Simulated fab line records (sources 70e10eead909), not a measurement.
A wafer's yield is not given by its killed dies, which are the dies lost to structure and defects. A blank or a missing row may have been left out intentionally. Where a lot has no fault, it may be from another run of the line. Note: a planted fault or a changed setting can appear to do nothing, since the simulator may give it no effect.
fab line records | flow nand-harc
record lots=24 wafers=72 last-day=34
route steps=1302 shown A_STAIRCASE@870 A_SGD_CUT@910 A_SLIT@924 A_WL_FILL@977
lots with no fault: from the same line, run without faults
start-h: hours from the record's opening day to when the first of the lot's shown wafers began | wait-h: hours since the lot's step before | " same as the row above | L1.1+2: several wafers, shown together as one row | - value missing, or start not given | * or withheld: withheld | < > ~ a bound
route shown NAME@n: a module of which the file shows steps, and the number in the route of the first | usual: average and standard deviation across the fault-free wafers | same: alike in all rows | chamber/n: place in a boat | sites: per-site readings | _std_site: how widely they spread, as a standard deviation | _edge_site: mean of outer sites minus mean of inner sites | radius-mm: how far each site lies from the wafer's centre | mask NAME#n: copy n | behind: the last tool/chamber to shape the wafer | hold: why the lot went on hold/how many hours it stayed there/how the hold came to an end | device: transistor that didn't switch, given as n, p or np | end of line: at the end of the route, the tests of the same wafers | step lacking rows: just its recipe | killed: at the first sort, the dies lost to defects and structure; wafer yield is something else | map: a wafer's dies, marking killed ones x, the rest . and places with no die _
set.NAME: the run value of the setting; set.NAME@STEP: its run value at that earlier step | model.NAME: the simulator's own value behind a step, which no gauge read
route steps across a sampled set of lots; one table per step, one row per wafer
services: when a tool's chamber went out of use (start-h, in hours from the record's first day, below 0 if earlier), for how many hours, and the reason
## steps
# step NHARC_A_STAIRCASE_ETCH_444
# recipe target-depth-a=2.04e+05 time-s=6800 c4f8-flow-sccm=20 o2-flow-sccm=10 ar-flow-sccm=withheld rf-w=600 bias-w=1000 chemistry=C4F8/O2
# usual chamber-pressure-mTorr=24.998/0.023 oes-product-au=0.933/0.019 rf-vpp-V=808/4.3
# columns lot.wafer tool chamber start-h wait-h chamber-pressure-mTorr oes-product-au rf-hours-counter-h rf-vpp-V
L074.2 rie-diel-02 0 422.39 0.1 25.037 0.978 7 815
L074.1 " 3 423.82 1.5 24.953 0.967 7 811
L074.5 " 0 " " 25.036 0.991 - 814
L075.4 rie-diel-12 2 441.59 0.5 24.993 0.943 54 809
L075.5 " 1 443.01 1.9 24.997 0.921 - 808
L075.6 " 2 " " 24.996 0.950 - 810
L076.3 rie-diel-09 1 450.22 0.1 24.979 0.935 29 804
L076.4 " 2 " " 24.988 0.928 38 807
L076.6 " 2 452.60 2.4 25.004 0.924 - 807
L077.4 rie-diel-02 0 450.40 0.1 24.980 0.918 15 814
L077.1 " 3 451.80 1.5 25.025 0.920 13 812
L077.5 " 0 " " 25.033 0.928 - 814
L078.4 rie-diel-12 1 470.07 0.5 25.012 0.966 5 808
L078.6 " 0 471.48 1.9 25.011 0.968 - 807
L078.5 " 1 " " 24.996 0.978 - 807
L079.1 rie-diel-09 2 478.10 0.5 24.982 0.929 49 807
L079.4 " 0 " " 24.997 0.935 52 811
L079.5 " 3 480.46 2.9 24.981 0.930 - 814
L081.3 rie-diel-09 3 494.09 0.1 25.017 0.918 61 813
L081.2 " 2 495.36 1.4 24.965 0.920 53 807
L081.6 " 0 496.63 2.6 25.027 0.925 - 811
L080.4 rie-diel-02 3 494.29 0.1 24.975 0.921 27 811
L080.3 " 2 495.70 1.5 25.027 0.915 29 804
L080.6 " 3 " " 25.017 0.937 - 811
L082.1 rie-diel-12 2 517.56 1.0 24.998 0.983 17 809
L082.3 " 3 " " 25.008 0.915 15 814
L082.5 " 0 " " 24.985 0.913 - 806
L084.3 rie-diel-09 0 524.61 0.1 25.012 0.952 4 811
L084.4 " 2 " " 25.017 0.975 7 807
L084.2 " 3 " " 24.980 0.978 7 814
L083.2 rie-diel-12 3 524.76 0.1 24.979 0.922 18 816
L083.1 " 1 " " 25.015 0.925 27 808
L083.6 " 0 527.13 2.4 25.007 0.933 - 808
L085.4 rie-diel-12 2 547.24 0.1 24.993 0.929 28 809
L085.2 " 3 " " 25.021 0.905 27 816
L085.1 " 1 " " 24.983 0.920 35 806
L086.1 rie-diel-02 3 548.00 1.0 24.993 0.927 45 811
L086.5 " 1 " " 25.007 0.922 - 801
L086.6 " 2 " " 24.972 0.920 - 802
L087.1 rie-diel-09 2 571.53 0.8 24.983 0.911 19 807
L087.6 " 2 573.44 2.7 25.019 0.920 - 808
L087.5 " 3 " " 24.990 0.926 - 813
L088.3 rie-diel-12 3 572.13 1.1 24.986 0.911 38 815
L088.6 " 1 " " 25.029 0.922 - 809
L088.5 " 2 " " 24.999 0.932 - 809
L089.2 rie-diel-09 1 576.99 0.6 25.034 0.931 25 802
L089.3 " 3 " " 25.003 0.931 24 814
L089.5 " 1 " " 25.005 0.936 - 803
L091.2 rie-diel-02 1 592.74 0.1 25.005 0.969 5 800
L091.4 " 0 594.15 1.5 24.992 0.964 5 812
L091.5 " 1 " " 25.009 0.962 - 800
L090.2 rie-diel-12 2 593.11 0.6 24.998 0.927 50 810
L090.1 " 3 " " 24.965 0.910 48 814
L090.5 " 1 " " 24.956 0.925 - 807
L092.3 rie-diel-12 0 602.49 0.7 25.012 0.919 54 805
L092.2 " 2 " " 24.974 0.922 54 808
L092.1 " 3 " " 25.008 0.914 51 815
L093.1 rie-diel-09 0 602.49 0.5 25.043 0.923 27 810
L093.4 " 2 " " 25.008 0.911 32 805
L093.6 " 0 " " 25.019 0.919 - 810
L094.3 rie-diel-09 2 627.21 0.1 24.986 0.921 38 805
L094.4 " 0 " " 24.995 0.923 35 810
L094.5 " 3 629.58 2.4 25.012 0.936 - 813
L095.2 rie-diel-02 3 644.88 0.5 24.965 0.920 20 809
L095.4 " 1 " " 24.984 0.941 21 801
L095.6 " 2 " " 24.976 0.940 - 803
L096.4 rie-diel-12 2 657.02 0.1 24.966 0.928 7 810
L096.2 " 0 " " 24.989 0.932 8 807
L096.6 " 3 659.42 2.4 25.023 0.927 - 814
L097.4 rie-diel-09 0 665.77 1.5 25.009 0.938 47 809
L097.6 " 1 " " 24.985 0.935 - 802
L097.5 " 2 " " 25.004 0.938 - 806
# step NHARC_A_SGD_CUT_STRIP_17
# recipe o2-flow-sccm=500 ar-flow-sccm=0 bias-w=0 chemistry=O2
# usual chamber-pressure-mTorr=60.00/0.056 drypump-motor-current-A=5.5/0.45 oes-product-au=0.999/0.01 rf-vpp-V=57.7/0.88 showerhead-plenum-p-Torr=3.46/0.11 throttle-valve-pct=17.036/0.0091
# columns lot.wafer tool chamber start-h wait-h chamber-pressure-mTorr drypump-motor-current-A oes-product-au rf-hours-counter-h rf-vpp-V showerhead-plenum-p-Torr throttle-valve-pct
L074.1 rie-diel-05 2 - - 59.92 6.3 1.008 3 57.3 3.33 17.020
L074.2 " 0 " " 60.01 5.3 0.995 3 57.5 3.68 17.040
L074.5 " 0 " " 59.95 5.3 1.002 - 57.3 3.68 17.041
L075.4 rie-diel-05 2 - - 59.93 6.3 0.988 - 57.1 3.33 17.041
L075.5 " 0 " " 60.01 5.3 0.988 - 59.5 3.68 17.043
L075.6 " 1 " " 59.96 5.5 1.023 - 58.6 3.37 17.033
L076.4 rie-diel-07 1 - - 60.10 4.7 0.992 10 57.3 3.30 17.032
L076.3 " 2 " " 59.97 5.3 1.007 8 58.4 3.57 17.051
L076.6 " 0 " " 60.06 5.8 1.020 - 57.5 3.53 17.021
L077.4 rie-diel-11 0 - - 60.00 5.0 0.992 1 55.6 3.44 17.045
L077.1 " 2 " " 59.90 5.7 1.006 1 57.2 3.49 17.027
L077.5 " 3 " " 60.00 4.9 1.003 - 58.6 3.56 17.039
L078.4 rie-diel-11 0 - - 59.95 5.0 0.981 2 56.4 3.44 17.051
L078.5 " 2 " " 60.13 5.7 0.994 - 59.1 3.49 17.029
L078.6 " 3 " " 59.99 5.0 0.987 - 57.4 3.56 17.023
L079.4 rie-diel-05 2 - - 60.01 6.2 1.014 7 57.4 3.33 17.023
L079.1 " 3 " " 59.94 5.1 0.998 2 59.0 3.51 17.028
L079.5 " 1 " " 60.01 5.5 1.012 - 58.4 3.37 17.027
L080.3 rie-diel-07 0 - - 60.03 5.8 0.995 1 57.7 3.53 17.029
L080.4 " 1 " " 59.99 4.7 0.997 1 57.2 3.30 17.033
L080.6 " 3 " " 59.91 5.9 0.995 - 57.2 3.34 17.033
L081.2 rie-diel-05 2 - - 59.96 6.4 1.013 8 58.6 3.32 17.041
L081.3 " 0 " " 60.08 5.3 0.986 9 57.1 3.67 17.047
L081.6 " 3 " " 60.03 5.2 0.986 - 59.2 3.51 17.020
L082.1 rie-diel-05 0 - - 60.03 5.3 0.993 11 57.4 3.67 17.064
L082.3 " 1 " " 60.05 5.5 1.011 11 57.2 3.37 17.045
L082.5 " 3 " " 60.02 5.2 0.986 - 58.1 3.51 17.042
L084.2 rie-diel-11 3 - - 60.00 4.9 0.975 5 57.8 3.56 17.043
L084.3 " 0 " " 59.98 5.1 0.987 4 58.5 3.44 17.048
L084.4 " 2 " " 59.95 5.7 0.987 5 56.2 3.49 17.038
L083.1 rie-diel-07 3 - - 60.02 5.9 0.996 3 57.5 3.34 17.038
L083.2 " 0 " " 60.02 5.8 0.993 3 57.7 3.53 17.034
L083.6 " 2 " " 60.01 5.4 1.008 - 59.0 3.57 17.040
L086.1 rie-diel-07 1 - - 60.04 4.7 0.995 4 57.0 3.30 17.043
L086.6 " 3 " " 60.14 5.9 0.996 - 58.1 3.34 17.046
L086.5 " 0 " " 60.06 5.8 1.002 - 56.9 3.53 17.041
L085.2 rie-diel-11 0 - - 59.98 5.1 0.987 5 55.9 3.44 17.033
L085.1 " 2 " " 59.97 5.7 0.997 6 57.4 3.49 17.028
L085.4 " 1 " " 60.02 5.4 0.998 - 58.3 3.55 17.046
L088.3 rie-diel-11 1 - - 60.03 5.4 1.012 7 59.2 3.55 17.028
L088.5 " 3 " " 60.11 5.0 0.988 - 58.6 3.56 17.028
L088.6 " 0 " " 59.98 5.1 0.979 - 58.0 3.44 17.032
L087.1 rie-diel-07 3 - - 60.00 5.9 1.003 7 56.4 3.33 17.040
L087.5 " 2 " " 59.94 5.4 1.014 - 58.3 3.56 17.033
L087.6 " 3 " " 60.05 5.9 1.001 - 58.1 3.33 17.048
L089.2 rie-diel-11 3 - - 59.99 5.0 0.994 8 58.1 3.56 17.027
L089.3 " 1 " " 59.92 5.4 1.008 8 58.6 3.55 17.052
L089.5 " 3 " " 60.04 5.0 0.977 - 58.4 3.56 17.030
L090.1 rie-diel-07 3 - - 59.97 5.9 1.001 8 55.5 3.33 17.028
L090.2 " 0 " " 59.98 5.8 1.001 7 58.5 3.53 17.028
L090.5 " 1 " " 59.93 4.6 1.006 - 57.2 3.30 17.041
L091.2 rie-diel-05 2 - - 60.11 6.3 0.994 1 56.7 3.32 17.040
L091.5 " 2 " " 59.97 6.3 0.997 - 57.4 3.32 17.048
L091.4 " 3 " " 60.00 5.2 0.989 - 57.2 3.51 17.029
L093.1 rie-diel-07 0 - - 60.00 5.8 0.999 8 58.5 3.53 17.047
L093.4 " 2 " " 60.00 5.3 1.010 8 58.5 3.56 17.034
L093.6 " 1 " " 60.03 4.7 0.990 - 57.3 3.29 17.032
L092.2 rie-diel-05 2 - - 60.13 6.3 1.001 2 58.8 3.32 17.030
L092.3 " 3 " " 59.90 5.2 0.986 2 57.0 3.51 17.028
L092.1 " 1 " " 60.06 5.5 1.001 2 56.6 3.36 17.040
L094.3 rie-diel-11 2 - - 59.95 5.7 1.010 1 57.0 3.49 17.030
L094.5 " 1 " " 60.00 5.4 1.002 - 57.8 3.55 17.025
L094.4 " 2 " " 60.04 5.7 1.011 - 57.9 3.49 17.049
L095.2 rie-diel-11 2 - - 60.02 5.7 1.001 3 57.5 3.49 17.039
L095.4 " 3 " " 59.99 5.0 1.007 1 56.2 3.56 17.037
L095.6 " 3 " " 60.00 5.0 1.005 - 58.5 3.56 17.030
L096.4 rie-diel-05 2 - - 60.02 6.4 0.997 7 58.1 3.32 17.042
L096.2 " 1 " " 59.90 5.5 0.987 7 57.3 3.36 17.034
L096.6 " 3 " " 59.98 5.2 0.996 - 57.3 3.50 17.029
L097.5 rie-diel-07 2 - - 60.08 5.4 1.015 - 57.7 3.56 17.035
L097.6 " 0 " " 60.00 5.8 1.009 - 56.8 3.53 17.020
L097.4 " 1 " " 59.99 4.6 1.001 - 58.2 3.29 17.029
# step NHARC_A_SLIT_DEP_23
# recipe target-thk-a=1000 target-thk-nm=100 temp-c=400 pressure-torr=3.5 flow-sccm=200 rf-w=350 material=SiON
# usual heater-power-w=732/110
# columns lot.wafer tool chamber start-h wait-h heater-power-w
L074.2 pecvd-03 2 444.93 2.5 748
L074.1 " 1 " " 722
L074.5 " 0 " " 768
L075.4 pecvd-03 0 460.13 1.4 702
L075.6 " 1 " " 705
L075.5 " 2 " " 786
L076.3 pecvd-04 1 469.81 2.0 935
L076.4 " 1 " " 928
L076.6 " 2 " " 531
L077.1 pecvd-03 2 470.15 3.2 745
L077.5 " 1 " " 794
L077.4 " 2 " " 756
L078.5 pecvd-04 0 493.10 0.7 571
L078.4 " 1 " " 1001
L078.6 " 2 " " 587
L079.1 pecvd-03 2 500.97 3.2 773
L079.4 " 1 " " 765
L079.5 " 2 " " 778
L080.3 pecvd-04 2 516.40 1.9 565
L080.4 " 2 " " 544
L080.6 " 0 " " 594
L081.2 pecvd-01 1 516.82 2.5 650
L081.3 " 2 " " 841
L081.6 " 1 " " 649
L082.3 pecvd-01 0 535.25 1.9 756
L082.1 " 1 " " 739
L082.5 " 1 " " 777
L084.3 pecvd-03 0 544.44 2.0 790
L084.2 " 1 " " 748
L084.4 " 1 " " 744
L083.2 pecvd-01 0 545.06 2.5 688
L083.1 " 1 " " 693
L083.6 " 0 " " 738
L086.1 pecvd-04 0 568.80 3.2 583
L086.5 " 2 " " 637
L086.6 " 0 " " 607
L085.1 pecvd-04 1 569.09 3.2 876
L085.2 " 2 " " 667
L085.4 " 1 " " 862
L087.1 pecvd-01 2 593.85 3.2 710
L087.6 " 1 " " 704
L087.5 " 0 " " 761
L089.2 pecvd-04 1 594.65 2.7 913
L089.3 " 2 " " 603
L089.5 " 2 " " 607
L088.3 pecvd-03 2 594.72 2.0 682
L088.6 " 2 " " 703
L088.5 " 0 " " 730
L090.2 pecvd-01 2 612.46 2.5 800
L090.1 " 0 " " 675
L090.5 " 1 " " 637
L091.2 pecvd-04 0 613.07 2.6 629
L091.5 " 2 " " 626
L091.4 " 1 " " 872
L092.3 pecvd-01 1 625.01 1.9 767
L092.2 " 2 " " 776
L092.1 " 0 " " 747
L093.1 pecvd-01 0 625.46 3.2 685
L093.6 " 1 " " 734
L093.4 " 2 " " 774
L094.3 pecvd-01 0 646.71 1.9 736
L094.4 " 0 " " 758
L094.5 " 2 " " 746
L095.2 pecvd-04 2 667.70 2.6 567
L095.6 " 2 " " 583
L095.4 " 0 " " 661
L096.2 pecvd-04 2 678.62 2.6 535
L096.6 " 1 " " 933
L096.4 " 2 " " 552
L097.4 pecvd-01 0 690.73 1.4 761
L097.5 " 1 " " 730
L097.6 " 2 " " 821
# step NHARC_A_SLIT_OVL_MEAS_10
# usual overlay-x-nm=-0.2/0.96 overlay-y-nm=0.3/0.91
# columns lot.wafer tool chamber start-h wait-h overlay-x-nm overlay-y-nm
L074.1 overlay-01 - 445.69 - -0.1 0.1
L074.2 " - " " 0.2 0.1
L074.5 " - " " -0.1 0.3
L075.4 overlay-02 - 460.69 - 0.8 0.4
L075.5 " - " " 0.9 -0.1
L075.6 " - " " 1.1 0.1
L076.3 overlay-02 - 470.43 - -0.5 1.2
L076.4 " - " " -0.2 0.2
L076.6 " - " " -0.2 0.7
L077.1 overlay-02 - 470.86 - 1.2 -0.1
L077.4 " - " " 0.8 -0.6
L077.5 " - " " 1.0 0.0
L078.4 overlay-02 - 493.78 - -0.9 -0.7
L078.5 " - " " -1.4 -1.0
L078.6 " - " " -1.3 -0.4
L079.1 overlay-02 - 501.68 - -0.2 1.6
L079.4 " - " " -0.3 1.1
L079.5 " - " " 0.1 0.4
L080.3 overlay-01 - 517.04 - 0.5 1.8
L080.4 " - " " 0.5 2.0
L080.6 " - " " 0.2 1.8
L081.2 overlay-02 - 517.59 - 0.2 0.2
L081.3 " - " " -0.5 0.2
L081.6 " - " " -0.2 0.0
L082.1 overlay-02 - 536.02 - 0.1 0.9
L082.3 " - " " 0.0 1.2
L082.5 " - " " 0.1 1.2
L084.2 overlay-01 - 545.21 - -0.9 0.0
L084.3 " - " " -0.5 0.3
L084.4 " - " " -0.7 -0.2
L083.1 overlay-01 - 545.83 - 0.9 -0.6
L083.2 " - " " 0.0 -0.3
L083.6 " - " " 0.5 0.4
L086.1 overlay-02 - 569.50 - -0.5 -0.4
L086.5 " - " " -0.3 -0.9
L086.6 " - " " -0.1 -1.0
L085.1 overlay-01 - 569.83 - 1.5 0.6
L085.2 " - " " 1.1 0.3
L085.4 " - " " 1.4 0.4
L087.1 overlay-01 - 594.59 - -0.9 2.7
L087.5 " - " " -1.1 2.2
L087.6 " - " " -1.3 1.8
L089.2 overlay-01 - 595.42 - -1.5 -1.5
L089.3 " - " " -1.0 -1.4
L089.5 " - " " -1.2 -1.6
L088.3 overlay-02 - 595.57 - 0.7 -0.6
L088.5 " - " " 1.1 -0.7
L088.6 " - " " 0.9 -0.5
L090.1 overlay-02 - 613.21 - -2.2 0.8
L090.2 " - " " -1.7 0.8
L090.5 " - " " -1.7 0.2
L091.2 overlay-02 - 613.80 - -1.4 0.5
L091.4 " - " " -1.9 0.5
L091.5 " - " " -1.7 0.6
L092.1 overlay-02 - 625.66 - 0.1 0.5
L092.2 " - " " 0.7 0.9
L092.3 " - " " 1.2 0.2
L093.1 overlay-01 - 626.17 - -0.1 0.0
L093.4 " - " " -0.5 0.3
L093.6 " - " " -0.2 0.4
L094.3 overlay-01 - 647.36 - -0.2 0.7
L094.4 " - " " -0.2 0.5
L094.5 " - " " -0.5 0.7
L095.2 overlay-01 - 668.44 - -1.1 -0.6
L095.4 " - " " -0.8 -0.1
L095.6 " - " " -0.9 -0.9
L096.2 overlay-01 - 679.23 - 0.6 1.6
L096.4 " - " " 1.2 1.7
L096.6 " - " " 1.0 1.9
L097.4 overlay-01 - 691.32 - -1.5 -1.3
L097.5 " - " " -0.5 -0.2
L097.6 " - " " -1.6 -0.8
# step NHARC_A_SLIT_CD_MEAS_21
# usual cd-nm=289.5/0.72
# columns lot.wafer tool chamber start-h wait-h cd-nm
L074.1 cd-sem-01 - 455.58 - 290.2
L074.2 " - " " 290.5
L074.5 " - " " 289.9
L075.4 cd-sem-01 - 467.31 - 289.6
L075.5 " - " " 289.4
L075.6 " - " " 290.0
L076.3 cd-sem-03 - 476.85 - 288.7
L076.4 " - " " 289.5
L076.6 " - " " 289.4
L077.1 cd-sem-02 - 479.50 - 287.4
L077.4 " - " " 288.6
L077.5 " - " " 288.2
L078.4 cd-sem-03 - 500.24 0.1 289.4
L078.5 " - " " 289.2
L078.6 " - " " 289.9
L079.1 cd-sem-01 - 508.09 0.1 289.5
L079.4 " - " " 289.3
L079.5 " - " " 289.0
L080.3 cd-sem-01 - 523.86 0.1 291.0
L080.4 " - " " 289.2
L080.6 " - " " 289.5
L081.2 cd-sem-03 - 524.28 - 289.4
L081.3 " - " " 289.6
L081.6 " - " " 289.0
L082.1 cd-sem-03 - 542.50 - 289.3
L082.3 " - " " 290.8
L082.5 " - " " 290.5
L084.2 cd-sem-01 - 551.60 0.1 289.5
L084.3 " - " " 289.1
L084.4 " - " " 290.1
L083.1 cd-sem-03 - 557.03 - 289.1
L083.2 " - " " 288.1
L083.6 " - " " 289.2
L086.1 cd-sem-02 - 576.00 0.1 288.8
L086.5 " - " " 288.9
L086.6 " - " " 289.1
L085.1 cd-sem-03 - 576.50 - 290.7
L085.2 " - " " 290.8
L085.4 " - " " 291.1
L087.1 cd-sem-01 - 601.97 - 289.6
L087.5 " - " " 290.5
L087.6 " - " " 290.5
L088.3 cd-sem-01 - 605.83 - 289.4
L088.5 " - " " 289.8
L088.6 " - " " 290.2
L089.2 cd-sem-03 - 605.99 - 288.9
L089.3 " - " " 289.0
L089.5 " - " " 289.0
L090.1 cd-sem-01 - 619.81 - 289.4
L090.2 " - " " 290.4
L090.5 " - " " 289.7
L091.2 cd-sem-01 - 623.66 0.1 289.1
L091.4 " - " " 289.8
L091.5 " - " " 289.7
L092.1 cd-sem-01 - 632.15 - 289.6
L092.2 " - " " 289.2
L092.3 " - " " 288.6
L093.1 cd-sem-03 - 632.58 0.1 288.5
L093.4 " - " " 288.9
L093.6 " - " " 288.7
L094.3 cd-sem-03 - 653.96 0.1 288.8
L094.4 " - " " 289.0
L094.5 " - " " 289.0
L095.2 cd-sem-01 - 675.09 - 289.8
L095.4 " - " " 290.1
L095.6 " - " " 290.0
L096.2 cd-sem-02 - 685.64 - 289.2
L096.4 " - " " 289.7
L096.6 " - " " 289.1
L097.4 cd-sem-02 - 700.05 - 289.2
L097.5 " - " " 289.8
L097.6 " - " " 290.1
# step NHARC_A_WL_FILL_CMP_12
# recipe t-overpolish-s=30 target-thk-nm=100
# usual motor-current-A=11.4/1.2 overpolish-run-s=30.001/0.0091 time-to-endpoint-s=19.2/2.3
# columns lot.wafer tool chamber start-h wait-h motor-current-A overpolish-run-s time-to-endpoint-s
L074.2 cmp-04 0 478.80 0.2 9.1 30.000 22.5
L074.1 " 3 " " 11.9 30.008 20.6
L074.5 " 0 " " 9.3 29.994 21.7
L075.4 cmp-01 2 494.73 0.1 10.9 29.996 18.2
L075.6 " 1 " " 12.0 30.009 16.3
L075.5 " 2 " " 10.6 30.012 18.4
L076.3 cmp-01 3 506.98 0.1 11.4 29.991 14.2
L076.4 " 0 " " 10.0 30.003 16.1
L076.6 " 0 " " 10.9 30.007 17.1
L077.1 cmp-02 2 507.03 0.2 11.7 29.998 18.7
L077.4 " 0 " " 13.0 30.004 22.9
L077.5 " 2 " " 11.7 30.013 17.2
L078.4 cmp-02 3 525.03 0.1 13.5 30.014 23.2
L078.5 " 1 " " 10.8 29.997 21.0
L078.6 " 2 " " 11.3 30.001 16.2
L079.4 cmp-02 3 534.37 0.1 13.9 29.996 21.5
L079.1 " 2 " " 11.3 29.996 17.0
L079.5 " 3 " " 12.7 30.008 21.9
L081.2 cmp-02 1 547.94 0.2 10.5 30.000 21.7
L081.3 " 3 " " 13.9 29.999 18.5
L081.6 " 2 " " 11.3 29.998 16.0
L080.3 cmp-04 3 548.08 0.1 11.8 30.023 17.1
L080.4 " 2 " " 10.3 30.008 18.0
L080.6 " 0 " " 9.9 30.022 17.7
L082.1 cmp-04 2 568.52 0.2 10.3 30.007 19.0
L082.3 " 3 " " 11.5 29.993 18.2
L082.5 " 3 " " 11.9 30.007 19.8
L084.4 cmp-04 0 577.63 0.1 9.6 29.991 21.1
L084.2 " 1 " " 11.3 30.009 17.7
L084.3 " 3 " " 12.1 30.015 19.5
L083.2 cmp-04 2 581.60 0.2 10.5 29.990 18.6
L083.1 " 0 " " 9.1 29.995 19.2
L083.6 " 2 " " 10.3 30.000 19.3
L085.1 cmp-02 0 599.82 0.1 14.5 29.992 18.6
L085.4 " 2 " " 12.2 29.996 17.7
L085.2 " 3 " " 12.7 30.016 22.2
L086.1 cmp-04 2 599.87 0.2 10.2 30.010 20.1
L086.6 " 0 " " 9.5 30.009 22.2
L086.5 " 1 " " 11.5 29.992 21.4
L087.1 cmp-01 1 628.47 0.2 13.3 30.021 17.2
L087.5 " 3 " " 12.5 30.005 15.4
L087.6 " 0 " " 10.7 29.995 16.5
L089.3 cmp-01 0 631.24 0.1 10.4 30.011 18.7
L089.2 " 1 " " 12.9 30.008 18.9
L089.5 " 0 " " 10.9 30.003 20.5
L088.3 cmp-04 1 631.33 0.2 11.4 30.005 19.5
L088.5 " 3 " " 12.3 30.007 21.7
L088.6 " 0 " " 9.8 30.006 20.7
L091.2 cmp-01 3 646.25 0.1 12.6 29.993 16.9
L091.4 " 0 " " 10.1 30.009 18.7
L091.5 " 3 " " 12.5 29.982 15.7
L090.2 cmp-01 3 649.37 0.2 12.2 30.004 17.2
L090.1 " 0 " " 11.1 29.999 16.7
L090.5 " 1 " " 12.6 30.012 18.9
L092.3 cmp-02 3 656.17 0.1 12.2 30.007 20.7
L092.1 " 0 " " 13.8 30.001 20.9
L092.2 " 2 " " 11.3 30.000 14.9
L093.1 cmp-04 1 659.19 0.2 12.2 30.005 20.4
L093.4 " 2 " " 10.4 30.007 19.0
L093.6 " 1 " " 11.3 29.996 17.5
L094.4 cmp-01 1 678.40 0.1 12.4 29.994 19.2
L094.3 " 2 " " 11.1 29.985 20.7
L094.5 " 0 " " 10.5 30.012 17.0
L095.4 cmp-04 2 699.55 0.1 10.7 29.998 18.9
L095.2 " 1 " " 10.8 29.996 19.9
L095.6 " 3 " " 12.1 30.015 20.0
L096.4 cmp-04 0 711.07 0.1 9.8 30.003 17.3
L096.2 " 1 " " 11.5 30.013 16.6
L096.6 " 0 " " 9.7 29.984 17.8
L097.4 cmp-01 2 727.23 0.2 11.1 29.995 24.0
L097.5 " 0 " " 9.9 30.004 22.8
L097.6 " 1 " " 12.6 30.000 21.7
## services
# columns tool chamber start-h hours kind
cmp-04 - 408.37 4.0 pm
rie-diel-12 - 445.96 9.0 pm
pecvd-04 - 450.21 13.0 pm
pecvd-04 - 468.09 1.3 repair
rie-diel-12 2 474.63 9.5 repair
cmp-04 - 483.35 2.1 repair
rie-diel-09 1 490.75 10.6 repair
pecvd-01 - 492.00 13.0 pm
rie-diel-09 0 497.32 16.6 repair
rie-diel-09 - 497.91 9.0 pm
cmp-04 - 504.99 0.2 repair
cmp-04 - 506.37 4.0 pm
cmp-04 - 537.54 0.3 repair
pecvd-01 - 551.01 1.0 repair
pecvd-04 2 554.15 3.8 repair
rie-diel-09 0 566.90 9.3 repair
cmp-04 - 604.37 4.0 pm
pecvd-01 - 614.32 0.3 repair
cmp-04 - 616.85 0.9 repair
rie-diel-12 - 622.96 9.0 pm
pecvd-04 - 631.21 13.0 pm
pecvd-01 - 673.00 13.0 pm
rie-diel-09 - 674.91 9.0 pm
cmp-04 - 702.37 4.0 pm
## key
fault none
